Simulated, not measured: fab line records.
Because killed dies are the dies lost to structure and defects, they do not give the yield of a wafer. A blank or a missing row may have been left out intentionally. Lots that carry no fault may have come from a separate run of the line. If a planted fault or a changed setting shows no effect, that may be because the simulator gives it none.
fab line records	flow n5Finfet
record lots=6	wafers=18	lastDay=17
route steps=1938 shown BEOL_M0_SAQP@655 BEOL_M4@1111 PASSIVATION@1936
lots that met no fault: taken from a fault-free run of the same line
startH: the number of hours between the record's first day and the start of the first shown wafer of the lot	waitH: hours elapsed since this lot's preceding step	" unchanged from the row above	L1.1+2: several wafers, shown together as one row	- value missing, or start not given	* or withheld: withheld	< > ~ a bound
route shown NAME@n: names a module that has steps shown in the file, with the first one's number in the route	usual: the fault-free wafers' mean and standard deviation	same: alike in all rows	chamber/n: place in a boat	sites: readings site by site	_std_site: standard deviation of those values	_edge_site: mean of outer sites minus mean of inner sites	radiusMm: for every site, how far away it sits from the centre of the wafer	mask NAME#n: copy n	behind: the tool/chamber that last shaped the wafer	hold: reason for holding the lot/hours on hold/outcome of the hold	device: the transistor (n, p or np) that didn't switch	end of line: tests of these same wafers at the route's end	a step given without rows: its recipe and nothing more	killed: not the wafer's yield, but the dies lost to structure and defects at the first sort	map: per-die view of a wafer (x killed, . not killed, _ where there is no die)
set.NAME: setting as actually run; set.NAME@STEP: the setting as run at that earlier step	model.NAME: the simulator's own value behind a step, which no gauge read
lots at selected steps of the route; one table per step, one row per wafer
services: the hour from which a tool's chamber was out of use, counted from the record's first day as startH (under 0 if before that day), plus the number of hours and why
## steps
# step N5_BEOL_M0_SAQP_STRIP_80
# recipe chemistry=N2/H2	tempC=40	n2FlowSccm=200	h2FlowSccm=200	rfFrequencyHz=6e+07
# step N5_BEOL_M0_SAQP_HM_OPEN_112
# recipe chemistry=CHF3/O2	target=SiO2	stopOn=a-Si	targetDepthA=120	overEtchFrac=1.25	maskMaterial=SOC	timeS=13.5	pressureMtorr=30	sourceW=650	biasW=170	Ar_flow_sccm=200	CHF3_flow_sccm=50	O2_flow_sccm=5	ionEnergyEv=200	ends=endPoint
# step N5_BEOL_M0_SAQP_STRIP_113
# recipe chemistry=CHF3/O2	resist=SiARC	rfFrequencyHz=6e+07
# step N5_BEOL_M0_SAQP_MANDREL_ETCH_20
# recipe targetDepthA=600	chemistry=HBr/Cl2	target=a-Si	stopOn=SiNx	btTimeS=10	maskMaterial=SOC	overEtchFrac=0.5	timeS=30	pressureMtorr=10	icpW=800	biasW=75	HBr_flow_sccm=150	Cl2_flow_sccm=80	ends=endPoint
# usual HBr_flow_sccm=149.9/0.51	biasW=75.00/0.24	drypumpMotorCurrentA=5.6/0.52	heBacksideLeakSccm=2.7/0.36	mfcCl2Sccm=80.01/0.26	oesProductAu=0.769/0.018	throttleValvePct=35.3/0.46
# same overEtchFrac=0.5
lot.wafer	tool	chamber	startH	waitH	HBr_flow_sccm	biasW	drypumpMotorCurrentA	heBacksideLeakSccm	mfcCl2Sccm	oesProductAu	rfHoursCounterH	throttleValvePct
L302.1	rieSi-01	2	112.04	0.0	149.9	75.26	4.8	2.5	79.86	0.795	0	35.5
L302.4	"	3	"	"	149.4	75.08	6.5	2.4	79.75	0.760	1	35.1
L302.6	"	0	"	"	149.2	75.10	6.1	3.2	80.35	0.788	-	34.5
L309.1	rieSi-01	3	150.88	0.0	149.3	75.09	6.5	2.6	79.70	0.754	2	35.1
L309.4	"	0	"	"	150.6	74.92	6.1	3.1	80.14	0.795	9	34.5
L309.6	"	1	"	"	149.9	75.29	5.1	2.8	80.22	0.784	-	35.4
L310.4	rieSi-02	0	158.77	0.0	150.0	74.94	5.8	2.8	80.06	0.751	5	36.1
L310.5	"	1	"	"	149.7	75.07	5.8	2.3	79.46	0.785	-	34.6
L310.6	"	0	"	"	150.5	75.36	5.9	2.6	79.95	0.756	-	36.1
L315.2	rieSi-01	0	184.24	0.0	149.8	75.38	6.1	3.1	79.78	0.772	9	34.6
L315.4	"	2	"	"	149.9	74.59	4.8	2.2	80.33	0.792	2	35.5
L315.5	"	1	"	"	149.9	74.58	5.1	2.6	80.25	0.788	-	35.4
L320.1	rieSi-01	1	236.69	0.0	150.3	74.65	5.1	2.6	80.20	0.770	105	35.4
L320.3	"	0	"	"	149.4	75.26	6.1	3.1	80.72	0.773	10	34.6
L320.4	"	3	"	"	150.0	74.82	6.5	2.7	80.12	0.744	3	35.1
L324.2	rieSi-01	3	242.72	0.0	150.2	74.64	6.5	2.5	80.10	0.765	3	35.1
L324.5	"	2	"	"	150.1	74.46	4.8	2.4	79.84	0.803	-	35.4
L324.6	"	1	"	"	149.3	75.25	5.1	2.9	80.17	0.785	-	35.4
# step N5_BEOL_M0_SAQP_STRIP_86
# recipe chemistry=N2/H2	powerW=500	tempC=40	pressureMtorr=50	rfFrequencyHz=6e+07	overashFraction=0.3	biasPowerW=28	h2Frac=0.5	n2FlowSccm=300	h2FlowSccm=300
# usual biasPowerW=28.01/0.078	drypumpMotorCurrentA=5.8/0.42	oesProductAu=0.76/0.081	rfVppV=122.0/1.3	showerheadPlenumPTorr=3.39/0.097	throttleValvePct=19.2/0.6
lot.wafer	tool	chamber	startH	waitH	biasPowerW	drypumpMotorCurrentA	oesProductAu	rfHoursCounterH	rfVppV	showerheadPlenumPTorr	throttleValvePct
L302.1	rieDiel-03	0	112.14	0.1	28.05	6.1	0.76	141	123.6	3.49	18.4
L302.4	"	2	"	"	28.06	6.4	0.75	146	122.9	3.34	18.4
L302.6	"	0	"	"	28.04	6.1	0.77	-	122.1	3.49	18.4
L309.1	rieDiel-03	1	150.98	0.1	27.90	5.7	0.74	163	122.8	3.34	19.2
L309.4	"	2	"	"	28.03	6.4	0.73	158	122.0	3.33	18.5
L309.6	"	2	"	"	28.14	6.4	0.73	-	121.0	3.33	18.4
L310.4	rieDiel-01	2	158.87	0.1	28.03	5.5	0.86	56	121.7	3.43	20.3
L310.5	"	1	"	"	27.98	5.6	0.66	-	121.4	3.31	19.3
L310.6	"	0	"	"	28.01	5.1	0.75	-	121.9	3.49	19.0
L315.2	rieDiel-03	0	184.46	0.2	28.00	6.1	0.74	163	121.6	3.47	18.4
L315.4	"	1	"	"	28.08	5.7	0.73	173	119.6	3.33	19.2
L315.5	"	1	"	"	28.02	5.7	0.73	-	121.0	3.33	19.2
L320.1	rieDiel-01	2	236.86	0.1	28.03	5.4	0.82	86	121.0	3.41	20.3
L320.3	"	0	"	"	27.79	5.1	0.72	197	122.4	3.47	19.0
L320.4	"	2	"	"	28.04	5.5	0.84	-	121.3	3.41	20.3
L324.2	rieDiel-01	0	242.81	0.1	27.93	5.1	0.71	199	120.7	3.47	19.0
L324.5	"	1	"	"	28.02	5.7	0.92	-	122.3	3.30	19.0
L324.6	"	0	"	"	27.98	5.1	0.72	-	121.1	3.47	19.0
# step N5_BEOL_M0_SAQP_STRIP_115
# recipe chemistry=postEtchResidueRemover	timeS=60	tempC=25	removerPh=withheld	removerWaterWtPct=withheld	removerFluorideWtPct=withheld
# step N5_BEOL_M0_SAQP_SRD_93
# recipe dry=ipaMarangoni	timeS=30	tempC=23	rinseLiquid=diw
# step N5_BEOL_M0_SAQP_RECESS_114
# recipe chemistry=HF/NH3	target=SiO2	targetDepthA=144	afsCycles=3	tempC=30	sublimationTempC=180	sublimationTimeS=60
# usual drypumpMotorCurrentA=6.0/0.43
# same afsCycles=3
lot.wafer	tool	chamber	startH	waitH	drypumpMotorCurrentA
L302.1	vaporEtch-02	1	112.28	0.0	6.5
L302.4	"	1	"	"	6.5
L302.6	"	0	"	"	5.5
L309.1	vaporEtch-02	1	151.11	0.0	6.5
L309.4	"	0	"	"	5.4
L309.6	"	1	"	"	6.5
L310.4	vaporEtch-01	0	159.36	0.4	6.1
L310.5	"	0	"	"	6.0
L310.6	"	0	"	"	6.1
L315.2	vaporEtch-01	0	184.71	0.1	6.1
L315.4	"	0	"	"	6.1
L315.5	"	0	"	"	6.1
L320.1	vaporEtch-02	0	237.00	0.0	5.5
L320.3	"	0	"	"	5.5
L320.4	"	1	"	"	6.5
L324.2	vaporEtch-02	1	242.95	0.0	6.5
L324.5	"	0	"	"	5.4
L324.6	"	1	"	"	6.5
# step N5_BEOL_M0_SAQP_SPACER1_ALD_98
# recipe material=SiO2	targetThkA=128	tempC=300	aldPrecursorFamily=BDEAS	aldCoReactant=O2-plasma	pulseTimeS=1	purgeTimeS=2	coReactantPurgeTimeS=2	aldCycles=138	pressureTorr=2
# step N5_BEOL_M0_SAQP_SPACER1_ETCHBACK_99
# recipe chemistry=CHF3/O2	mode=anisotropicEtchback	target=SiO2	targetDepthA=154	timeS=7.7	pressureMtorr=30	sourceW=650	biasW=170	Ar_flow_sccm=200	CHF3_flow_sccm=50	O2_flow_sccm=5	ionEnergyEv=200
# step N5_BEOL_M0_SAQP_MANDREL1_REMOVE_100
# recipe chemistry=HBr/Cl2/O2	btTimeS=10	target=a-Si	stopOn=SiNx	endpoint=OES-SiCl	overEtchFrac=0.85	icpW=600	biasW=30	HBr_flow_sccm=150	Cl2_flow_sccm=80	O2_flow_sccm=5	pressureMtorr=10
# usual drypumpMotorCurrentA=5.6/0.48	heBacksideLeakSccm=2.67/0.26	mfcCl2Sccm=80.00/0.22	oesProductAu=1.000/0.02	throttleValvePct=36.6/0.47
# same overEtchFrac=0.85
lot.wafer	tool	chamber	startH	waitH	drypumpMotorCurrentA	heBacksideLeakSccm	mfcCl2Sccm	oesProductAu	rfHoursCounterH	throttleValvePct
L302.1	rieSi-02	3	113.23	0.1	5.5	2.69	80.00	1.010	8	36.6
L302.4	"	2	"	"	5.4	2.81	80.13	1.010	62	36.6
L302.6	"	2	"	"	5.4	3.02	79.81	1.000	-	36.6
L309.1	rieSi-01	2	152.80	0.1	4.8	2.34	79.91	1.037	1	36.7
L309.4	"	1	"	"	5.1	2.76	80.61	1.001	103	36.7
L309.6	"	3	"	"	6.5	2.56	79.64	0.995	-	36.4
L310.4	rieSi-01	3	160.40	0.1	6.4	2.57	79.99	0.980	2	36.4
L310.5	"	0	"	"	6.1	3.02	80.19	1.021	-	35.8
L310.6	"	3	"	"	6.5	2.52	79.68	0.988	-	36.4
L315.2	rieSi-02	2	187.13	0.1	5.3	2.84	80.15	1.008	63	36.6
L315.4	"	1	"	"	5.7	2.41	80.13	1.022	56	35.9
L315.5	"	0	"	"	5.9	2.62	80.12	0.982	-	37.4
L320.1	rieSi-02	0	237.95	0.1	5.9	2.65	79.74	0.975	7	37.4
L320.3	"	1	"	"	5.7	2.54	80.08	1.023	57	35.9
L320.4	"	2	"	"	5.4	2.59	80.14	1.007	63	36.6
L324.2	rieSi-04	3	244.08	0.1	5.1	2.76	79.97	0.964	138	36.5
L324.5	"	0	"	"	5.8	2.99	79.55	0.980	-	37.2
L324.6	"	1	"	"	5.8	2.45	80.07	0.997	-	37.0
# step N5_BEOL_M0_SAQP_CD_MEAS_25
# recipe targetCdNm=13.1	landingEnergyEv=1000	detector=seInlens
# usual cdNm=12.82/0.24
lot.wafer	tool	chamber	startH	waitH	cdNm
L302.1	cdSem-02	0	113.34	0.1	13.23
L302.4	"	0	"	"	12.77
L302.6	"	0	"	"	12.52
L309.1	cdSem-03	0	152.91	0.1	12.85
L309.4	"	0	"	"	12.31
L309.6	"	0	"	"	13.03
L310.4	cdSem-03	0	160.52	0.1	13.00
L310.5	"	0	"	"	12.64
L310.6	"	0	"	"	12.70
L315.2	cdSem-01	0	187.24	0.1	12.98
L315.4	"	0	"	"	12.62
L315.5	"	0	"	"	12.60
L320.1	cdSem-01	0	238.06	0.1	12.75
L320.3	"	0	"	"	12.46
L320.4	"	0	"	"	13.10
L324.2	cdSem-02	0	244.19	0.1	13.37
L324.5	"	0	"	"	12.53
L324.6	"	0	"	"	12.81
# step N5_BEOL_M0_SAQP_ETCH_101
# recipe chemistry=CH3F/O2	target=SiNx	maskMaterial=SiO2	targetDepthA=299	timeS=42.7	pressureMtorr=30	sourceW=395	biasW=73	Ar_flow_sccm=150	CH3F_flow_sccm=30	O2_flow_sccm=20	ionEnergyEv=120
# usual CH3F_flow_sccm=30.00/0.081	O2_flow_sccm=20.01/0.061	drypumpMotorCurrentA=6.0/0.44	oes_f_703_au=0.78/0.077	oesProductAu=0.77/0.079	rfVppV=295/8.2	showerheadPlenumPTorr=2.03/0.062	throttleValvePct=16.36/0.21
lot.wafer	tool	chamber	startH	waitH	CH3F_flow_sccm	O2_flow_sccm	drypumpMotorCurrentA	oes_f_703_au	oesProductAu	rfHoursCounterH	rfVppV	showerheadPlenumPTorr	throttleValvePct
L302.1	rieDiel-02	1	113.38	0.0	29.92	19.97	5.7	0.74	0.72	169	285	1.93	16.66
L302.4	"	0	"	"	30.01	19.96	5.9	0.71	0.72	222	313	2.04	16.45
L302.6	"	2	"	"	30.06	19.97	6.0	0.76	0.76	-	296	2.09	16.47
L309.1	rieDiel-03	2	153.02	0.1	-	-	-	-	-	-	-	-	-
L309.4	"	3	"	"	-	-	-	-	-	-	-	-	-
L309.6	"	0	"	"	-	-	-	-	-	-	-	-	-
L310.4	rieDiel-01	0	160.93	0.4	-	-	-	-	-	-	-	-	-
L310.5	"	3	"	"	-	-	-	-	-	-	-	-	-
L310.6	"	0	"	"	-	-	-	-	-	-	-	-	-
L315.2	rieDiel-03	0	187.28	0.0	29.93	20.04	6.1	0.75	0.73	163	289	2.07	16.21
L315.4	"	1	"	"	30.16	19.94	5.7	0.72	0.71	173	290	1.98	16.64
L315.5	"	1	"	"	30.09	19.97	5.7	0.72	0.72	-	291	1.98	16.62
L320.1	rieDiel-01	2	238.09	0.0	29.93	19.95	5.4	0.83	0.85	87	304	2.01	16.51
L320.3	"	0	"	"	29.82	20.06	5.1	0.75	0.73	197	291	2.08	16.39
L320.4	"	1	"	"	30.03	20.02	5.6	0.99	0.95	-	278	1.96	15.84
L324.2	rieDiel-03	3	244.23	0.0	29.97	19.96	6.6	0.84	0.86	51	298	2.12	16.20
L324.5	"	0	"	"	30.04	20.00	6.1	0.73	0.72	-	289	2.07	16.23
L324.6	"	3	"	"	30.04	19.92	6.6	0.84	0.86	-	299	2.12	16.21
# step N5_BEOL_M0_SAQP_ETCH_102
# recipe chemistry=CF4	target=SiO2	targetDepthA=40	ionEnergyEv=350	timeS=4.4	pressureMtorr=10	icpW=800	biasW=400	cf4FlowSccm=80
# usual biasW=399.9/1.4	cf4FlowSccm=79.98/0.24	drypumpMotorCurrentA=5.5/0.43	heBacksideLeakSccm=2.66/0.27	oesProductAu=0.996/0.027	throttleValvePct=21.65/0.27
lot.wafer	tool	chamber	startH	waitH	biasW	cf4FlowSccm	drypumpMotorCurrentA	heBacksideLeakSccm	oesProductAu	rfHoursCounterH	throttleValvePct
L302.1	rieSi-04	0	113.48	0.1	400.6	80.03	5.8	3.05	0.960	6	21.99
L302.4	"	2	"	"	400.5	80.08	5.1	2.71	1.009	128	21.79
L302.6	"	2	"	"	399.2	80.12	5.1	2.62	1.005	-	21.79
L309.1	rieSi-04	3	153.13	0.1	399.7	79.96	5.1	2.58	0.989	136	21.55
L309.4	"	0	"	"	400.7	80.17	5.8	2.80	0.963	6	21.99
L309.6	"	3	"	"	399.6	79.88	5.1	2.66	0.992	-	21.54
L310.4	rieSi-04	1	161.03	0.1	400.0	80.19	5.8	2.43	1.004	60	21.61
L310.5	"	2	"	"	399.9	80.02	5.0	3.36	1.029	-	21.80
L310.6	"	1	"	"	400.6	80.13	5.7	2.44	0.986	-	21.61
L315.2	rieSi-04	1	187.39	0.1	399.7	79.95	5.8	2.41	0.995	60	21.62
L315.4	"	3	"	"	397.8	80.27	5.1	2.75	0.983	137	21.55
L315.5	"	3	"	"	399.1	80.24	5.1	2.60	0.984	-	21.56
L320.1	rieSi-04	3	238.20	0.1	400.5	80.07	5.1	2.74	0.980	138	21.54
L320.3	"	0	"	"	399.2	80.38	5.8	2.80	0.960	8	21.99
L320.4	"	1	"	"	398.6	79.48	5.8	2.41	1.004	61	21.63
L324.2	rieSi-04	1	244.33	0.1	398.1	80.25	5.8	2.54	0.993	61	21.60
L324.5	"	1	"	"	396.6	80.34	5.8	2.47	1.001	-	21.60
L324.6	"	2	"	"	397.3	79.64	5.1	2.72	1.025	-	21.80
# step N5_BEOL_M4_RC_MEAS_101
# usual DIBL_N=36.8/2.2	DIBL_P=37.0/2.8	IOFF_N=0.18/0.043	IOFF_P=0.23/0.05	ION_N=680/14	ION_P=466/9.1	SS_N=71.7/0.74	SS_P=73.5/0.79	VT_N=248/4	VT_P=-249/4.1
lot.wafer	tool	chamber	startH	waitH	DIBL_N[mV/V]	DIBL_P[mV/V]	IOFF_N[nA/um]	IOFF_P[nA/um]	ION_N[uA/um]	ION_P[uA/um]	SS_N[mV/dec]	SS_P[mV/dec]	VT_N[mV]	VT_P[mV]
L302.1	prober-01	0	177.23	0.0	36.4	37.3	0.17	0.23	687	467	71.4	74.1	246	-248
L302.4	"	0	"	"	35.0	36.8	0.14	0.21	664	463	70.8	74.5	249	-250
L302.6	"	0	"	"	33.2	33.7	0.11	0.16	657	455	71.3	73.3	255	-252
L315.2	prober-02	0	247.63	0.2	37.7	38.1	0.18	0.24	676	460	71.2	74.5	248	-253
L315.4	"	0	"	"	37.9	38.5	0.20	0.25	695	469	71.8	74.0	245	-245
L315.5	"	0	"	"	40.0	39.9	0.23	0.27	698	467	72.2	74.0	245	-247
L320.1	prober-02	0	284.65	0.0	37.2	37.6	0.20	0.25	696	467	71.5	73.6	247	-246
L320.3	"	0	"	"	32.5	31.7	0.10	0.16	656	455	69.9	72.0	255	-254
L320.4	"	0	"	"	34.2	33.8	0.13	0.18	664	459	70.6	72.0	249	-253
L324.2	prober-01	0	298.72	0.2	38.4	39.8	0.21	0.26	689	471	72.2	74.4	245	-248
L324.5	"	0	"	"	38.1	39.8	0.21	0.26	688	467	71.1	72.8	245	-250
L324.6	"	0	"	"	36.6	39.8	0.18	0.27	691	478	71.0	73.4	247	-247
# step N5_PASSIVATION_PROBE_49
# usual defectLimitedYield=91.4/1.5	killed_at_M0_to_M3=36/11	killed_at_M4_up=14/6	killedAtContacts=11/6	killedAtFrontEnd=37/11	killedAtOther=4/3.4	killedDies=102/18	killedOnRim=13/3.5	killedOpen=66/13	killedShort=34/7.8	sort_bin_5_function=5.0/0.97	sort_bin_6_memory=3.2/0.7	sortNPass=1078/19	sortYieldPct=91.3/1.6
# same grossDies=1180	killedAtBackSide=0	sort_bin_4_leakage[%]=0	sort_bin_8_speed[%]=0
lot.wafer	tool	chamber	startH	waitH	defectLimitedYield[%]	killed_at_M0_to_M3	killed_at_M4_up	killedAtContacts	killedAtFrontEnd	killedAtOther	killedDies	killedOnRim	killedOpen	killedShort	sort_bin_5_function[%]	sort_bin_6_memory[%]	sortNPass	sortYieldPct[%]
L309.1	prober-01	-	306.27	0.0	0	1116	17	9	34	4	1180	152	65	31	96.6	3.0	0	0
L309.4	prober-01	-	306.42	0.2	0	1122	10	8	38	2	1180	152	70	29	96.1	3.7	0	0
L309.6	prober-01	-	306.52	0.3	0	1115	16	9	36	4	1180	152	57	36	97.3	2.4	0	0
L310.4	prober-01	-	323.87	0.2	0	1130	7	5	33	5	1180	152	56	38	96.6	3.1	0	0
L310.5	prober-01	-	323.92	0.2	0	1119	8	5	47	1	1180	152	77	34	96.3	3.5	0	0
L310.6	prober-01	-	323.97	0.3	0	1127	8	7	37	1	1180	152	65	25	97.6	2.3	0	0
L315.5	prober-02	-	350.02	1.1	91.0	36	7	13	49	1	106	12	67	38	5.1	3.7	1074	91.0
L320.1	prober-02	-	395.46	0.0	93.1	20	13	6	42	1	82	11	56	26	3.8	2.8	1098	93.1
L320.3	prober-02	-	395.56	0.1	89.9	31	14	15	57	2	119	13	82	37	5.5	4.2	1061	89.9
L320.4	prober-02	-	395.61	0.2	93.1	26	11	6	34	4	81	13	55	26	4.3	2.2	1099	93.1
# killed by level:class
L309.1 BEOL_M0_SAQP:areaEtch=1084 BEOL_M3:geometricParticle:open=9 STI_FIN_REVEAL:geometricParticle:open=7 MOL_CONTACT_COAG:geometricParticle:open=7 DUMMY_GATE:geometricParticle:open=6 BEOL_M0_SAQP:geometricParticle:short=5 ILD0:geometricParticle:open=4 BEOL_M0_SAQP:geometricParticle:open=4
L309.4 BEOL_M0_SAQP:areaEtch=1080 BEOL_M3:geometricParticle:open=17 BEOL_M0_SAQP:geometricParticle:short=8 FIN_SAQP:geometricParticle:open=7 MOL_CONTACT_COAG:geometricParticle:open=7 STI_FIN_REVEAL:geometricParticle:open=5 BEOL_M5:geometricParticle:open=5 FIN_CUT:geometricParticle:open=4
L309.6 BEOL_M0_SAQP:areaEtch=1085 BEOL_M4:geometricParticle:open=9 FIN_SAQP:geometricParticle:short=8 BEOL_M1:geometricParticle:open=8 BEOL_M0_SAQP:geometricParticle:short=6 GATE_CUT:geometricParticle:short=6 STI_FIN_REVEAL:geometricParticle:open=5 MOL_CONTACT_COAG:geometricParticle:short=5
L310.4 BEOL_M0_SAQP:areaEtch=1086 FIN_SAQP:geometricParticle:open=11 BEOL_M0_SAQP:geometricParticle:short=10 BEOL_M2:geometricParticle:open=9 FIN_SAQP:geometricParticle:short=8 BEOL_M3:geometricParticle:open=6 GATE_CUT:geometricParticle:short=4 MOL_CONTACT_COAG:geometricParticle:open=4
L310.5 BEOL_M0_SAQP:areaEtch=1065 BEOL_M2:geometricParticle:open=18 BEOL_M3:geometricParticle:open=14 FIN_SAQP:geometricParticle:short=10 DUMMY_GATE:geometricParticle:open=10 FIN_SAQP:geometricParticle:open=9 BEOL_M1:geometricParticle:open=7 STI_FIN_REVEAL:geometricParticle:open=5
L310.6 BEOL_M0_SAQP:areaEtch=1089 BEOL_M0_SAQP:geometricParticle:open=11 FIN_SAQP:geometricParticle:short=9 FIN_SAQP:geometricParticle:open=7 MOL_CONTACT_COAG:geometricParticle:open=7 BEOL_M2:geometricParticle:open=6 BEOL_M4:geometricParticle:open=6 GATE_CUT:geometricParticle:short=5
L315.5 BEOL_M1:geometricParticle:open=14 DUMMY_GATE:geometricParticle:open=13 FIN_SAQP:geometricParticle:short=9 STI_FIN_REVEAL:geometricParticle:open=7 BEOL_M2:geometricParticle:open=6 MOL_CONTACT_COAG:geometricParticle:short=6 MOL_CONTACT_COAG:geometricParticle:open=6 GATE_CUT:geometricParticle:short=5
L320.1 STI_FIN_REVEAL:geometricParticle:open=13 ILD0:geometricParticle:short=6 BEOL_M3:geometricParticle:open=6 DUMMY_GATE:geometricParticle:open=5 MOL_CONTACT_COAG:geometricParticle:open=4 BEOL_M2:geometricParticle:open=4 BEOL_M7:geometricParticle:open=4 FIN_SAQP:geometricParticle:short=3
L320.3 STI_FIN_REVEAL:geometricParticle:open=27 MOL_CONTACT_COAG:geometricParticle:open=10 BEOL_M0_SAQP:geometricParticle:short=8 BEOL_M5:geometricParticle:open=8 BEOL_M0_SAQP:geometricParticle:open=7 FIN_SAQP:geometricParticle:open=6 FIN_SAQP:geometricParticle:short=6 STI_FIN_REVEAL:geometricParticle:short=6
L320.4 BEOL_M3:geometricParticle:open=10 FIN_SAQP:geometricParticle:open=8 STI_FIN_REVEAL:geometricParticle:open=6 BEOL_M0_SAQP:geometricParticle:short=5 MOL_CONTACT_COAG:geometricParticle:open=4 DUMMY_GATE:geometricParticle:short=3 DUMMY_GATE:geometricParticle:open=3 SDB:geometricParticle:short=3
# map L309.1 (x killed, . not)
_________________xxxxxxxxxxxx________________
______________xxxxxxxxxxxxxxxxxx_____________
___________xxxxxxxxxxxxxxxxxxxxxxxx__________
__________xxxxxxxxxxxxxxxxxxxxxxxxxx_________
________xxxxxxxxxxxxxxxxxxxxxxxxxxxxxx_______
_______xxxxxxxxxxxxxxxxxxxxxxxxxxxxxxxx______
______xxxxxxxxxxxxxxxxxxxxxxxxxxxxxxxxxx_____
_____xxxxxxxxxxxxxxxxxxxxxxxxxxxxxxxxxxxx____
____xxxxxxxxxxxxxxxxxxxxxxxxxxxxxxxxxxxxxx___
___xxxxxxxxxxxxxxxxxxxxxxxxxxxxxxxxxxxxxxxx__
___xxxxxxxxxxxxxxxxxxxxxxxxxxxxxxxxxxxxxxxx__
__xxxxxxxxxxxxxxxxxxxxxxxxxxxxxxxxxxxxxxxxxx_
__xxxxxxxxxxxxxxxxxxxxxxxxxxxxxxxxxxxxxxxxxx_
_xxxxxxxxxxxxxxxxxxxxxxxxxxxxxxxxxxxxxxxxxxxx
_xxxxxxxxxxxxxxxxxxxxxxxxxxxxxxxxxxxxxxxxxxxx
_xxxxxxxxxxxxxxxxxxxxxxxxxxxxxxxxxxxxxxxxxxxx
_xxxxxxxxxxxxxxxxxxxxxxxxxxxxxxxxxxxxxxxxxxxx
_xxxxxxxxxxxxxxxxxxxxxxxxxxxxxxxxxxxxxxxxxxxx
_xxxxxxxxxxxxxxxxxxxxxxxxxxxxxxxxxxxxxxxxxxxx
_xxxxxxxxxxxxxxxxxxxxxxxxxxxxxxxxxxxxxxxxxxxx
_xxxxxxxxxxxxxxxxxxxxxxxxxxxxxxxxxxxxxxxxxxxx
__xxxxxxxxxxxxxxxxxxxxxxxxxxxxxxxxxxxxxxxxxx_
__xxxxxxxxxxxxxxxxxxxxxxxxxxxxxxxxxxxxxxxxxx_
___xxxxxxxxxxxxxxxxxxxxxxxxxxxxxxxxxxxxxxxx__
___xxxxxxxxxxxxxxxxxxxxxxxxxxxxxxxxxxxxxxxx__
____xxxxxxxxxxxxxxxxxxxxxxxxxxxxxxxxxxxxxx___
_____xxxxxxxxxxxxxxxxxxxxxxxxxxxxxxxxxxxx____
______xxxxxxxxxxxxxxxxxxxxxxxxxxxxxxxxxx_____
_______xxxxxxxxxxxxxxxxxxxxxxxxxxxxxxxx______
________xxxxxxxxxxxxxxxxxxxxxxxxxxxxxx_______
__________xxxxxxxxxxxxxxxxxxxxxxxxxx_________
___________xxxxxxxxxxxxxxxxxxxxxxxx__________
______________xxxxxxxxxxxxxxxxxx_____________
_________________xxxxxxxxxxxx________________
# map L310.4 (x killed, . not)
_________________xxxxxxxxxxxx________________
______________xxxxxxxxxxxxxxxxxx_____________
___________xxxxxxxxxxxxxxxxxxxxxxxx__________
__________xxxxxxxxxxxxxxxxxxxxxxxxxx_________
________xxxxxxxxxxxxxxxxxxxxxxxxxxxxxx_______
_______xxxxxxxxxxxxxxxxxxxxxxxxxxxxxxxx______
______xxxxxxxxxxxxxxxxxxxxxxxxxxxxxxxxxx_____
_____xxxxxxxxxxxxxxxxxxxxxxxxxxxxxxxxxxxx____
____xxxxxxxxxxxxxxxxxxxxxxxxxxxxxxxxxxxxxx___
___xxxxxxxxxxxxxxxxxxxxxxxxxxxxxxxxxxxxxxxx__
___xxxxxxxxxxxxxxxxxxxxxxxxxxxxxxxxxxxxxxxx__
__xxxxxxxxxxxxxxxxxxxxxxxxxxxxxxxxxxxxxxxxxx_
__xxxxxxxxxxxxxxxxxxxxxxxxxxxxxxxxxxxxxxxxxx_
_xxxxxxxxxxxxxxxxxxxxxxxxxxxxxxxxxxxxxxxxxxxx
_xxxxxxxxxxxxxxxxxxxxxxxxxxxxxxxxxxxxxxxxxxxx
_xxxxxxxxxxxxxxxxxxxxxxxxxxxxxxxxxxxxxxxxxxxx
_xxxxxxxxxxxxxxxxxxxxxxxxxxxxxxxxxxxxxxxxxxxx
_xxxxxxxxxxxxxxxxxxxxxxxxxxxxxxxxxxxxxxxxxxxx
_xxxxxxxxxxxxxxxxxxxxxxxxxxxxxxxxxxxxxxxxxxxx
_xxxxxxxxxxxxxxxxxxxxxxxxxxxxxxxxxxxxxxxxxxxx
_xxxxxxxxxxxxxxxxxxxxxxxxxxxxxxxxxxxxxxxxxxxx
__xxxxxxxxxxxxxxxxxxxxxxxxxxxxxxxxxxxxxxxxxx_
__xxxxxxxxxxxxxxxxxxxxxxxxxxxxxxxxxxxxxxxxxx_
___xxxxxxxxxxxxxxxxxxxxxxxxxxxxxxxxxxxxxxxx__
___xxxxxxxxxxxxxxxxxxxxxxxxxxxxxxxxxxxxxxxx__
____xxxxxxxxxxxxxxxxxxxxxxxxxxxxxxxxxxxxxx___
_____xxxxxxxxxxxxxxxxxxxxxxxxxxxxxxxxxxxx____
______xxxxxxxxxxxxxxxxxxxxxxxxxxxxxxxxxx_____
_______xxxxxxxxxxxxxxxxxxxxxxxxxxxxxxxx______
________xxxxxxxxxxxxxxxxxxxxxxxxxxxxxx_______
__________xxxxxxxxxxxxxxxxxxxxxxxxxx_________
___________xxxxxxxxxxxxxxxxxxxxxxxx__________
______________xxxxxxxxxxxxxxxxxx_____________
_________________xxxxxxxxxxxx________________
## services
tool	chamber	startH	hours	kind
rieSi-02	2	119.16	18.9	repair
rieSi-01	1	129.08	2.1	repair
rieDiel-01	0	140.58	7.1	repair
rieDiel-01	-	143.86	3.3	repair
rieSi-01	-	144.24	2.8	pm
rieSi-04	0	145.61	4.8	repair
rieDiel-03	1	147.36	3.3	repair
vaporEtch-01	-	160.23	4.3	pm
rieDiel-03	-	160.73	0.5	repair
vaporEtch-01	-	168.04	0.6	repair
rieDiel-01	1	187.49	-	clean
rieDiel-01	1	187.49	-	consumableReplace:focusRing
rieDiel-01	1	187.49	23.4	scheduledDown
rieDiel-01	1	187.49	23.4	ventCycle
rieDiel-03	-	198.08	1.1	repair
rieDiel-03	-	199.54	2.6	repair
rieDiel-02	0	201.57	-	clean
rieDiel-02	0	201.57	-	consumableReplace:focusRing
rieDiel-02	0	201.57	21.2	scheduledDown
rieDiel-02	0	201.57	21.2	ventCycle
rieDiel-01	3	213.02	48.6	repair
rieDiel-03	0	216.61	2.9	repair
## key
firstSign step=N5_BEOL_M0_SAQP_ETCH_101	reading=toolRecord	direction=missing
effect step=N5_PASSIVATION_PROBE_49	reading=killed_at_M0_to_M3	direction=up	sigmas=99+	usual=36	struck=1122
moreKillsBornAt N5_BEOL_M0_SAQP_ETCH_101@rieDiel-03=3242	N5_BEOL_M0_SAQP_ETCH_101@rieDiel-01=3240
metAt N5_BEOL_M0_SAQP_ETCH_101
struckWafers L309.1,L309.4,L309.6,L310.4,L310.5,L310.6
laterRowsLeftOut L309.1,L309.4,L309.6,L310.4,L310.5,L310.6
fault kind=skippedStepWhole	tool=rieDiel-01,rieDiel-03	chamber=-	onsetH=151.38	steps=N5_BEOL_M0_SAQP_ETCH_101	scope=struckLotsOnly
# laterRowsLeftOut: the simulator's readings of these wafers behind a module that went badly wrong aren't trusted and aren't shown, but for the sort
